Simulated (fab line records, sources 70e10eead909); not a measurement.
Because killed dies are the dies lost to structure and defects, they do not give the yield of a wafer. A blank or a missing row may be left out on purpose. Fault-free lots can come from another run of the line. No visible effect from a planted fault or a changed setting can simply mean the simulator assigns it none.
Chamber matching ; flow nandHarc ; 4 sister chambers for NHARC_A_CONTACT_ETCH_30 on rieDiel-06
The step etches the open film in CF4/CHF3, target depth 72.6 nm, time 36.3 s. 8 wafers are shown with their chamber, then 7 later ones without.

## WAFERS WITH THEIR CHAMBER
wafer;chamber;showerheadPlenumPTorr (Torr);rfFwdPowerW (W)
L758.1;2;1.51;492.2
L758.2;0;1.49;493.0
L758.5;3;1.55;495.4
L757.2;1;1.53;497.4
L757.5;1;1.53;496.4
L757.6;0;1.49;489.4
L761.3;3;1.54;493.6
L761.5;2;1.51;492.2

## WAFERS WITH NO CHAMBER GIVEN
wafer;showerheadPlenumPTorr (Torr);rfFwdPowerW (W)
L761.6;1.53;495.2
L762.1;1.51;491.6
L762.2;1.53;495.4
L762.5;1.49;492.7
L763.3;1.51;491.7
L763.4;1.49;492.9
L763.5;1.49;489.9

## WHICH CHAMBER EACH WENT THROUGH
wafer;from the rows above;in truth
L761.6;1;1
L762.1;2;2
L762.2;1;1
L762.5;0;0
L763.3;2;2
L763.4;0;0
L763.5;0;0
Placed correctly: 7 of 7. Not placeable from these rows: 0. Wrongly placed: 0.
How it was worked out, from the rows above alone: a wafer's distance from a chamber is the root of the sum, over the readings, of the square of ((its reading less the chamber's mean) divided by the reading's scatter). The wafer belongs to the nearest chamber; if the next one is less than 2 further off, it can't be placed. The mean given for a chamber averages the wafers shown for that chamber. The scatter: take each reading less its chamber's mean, square it, sum over the shown wafers, divide by the number of wafers less the number of chambers, and take the root.
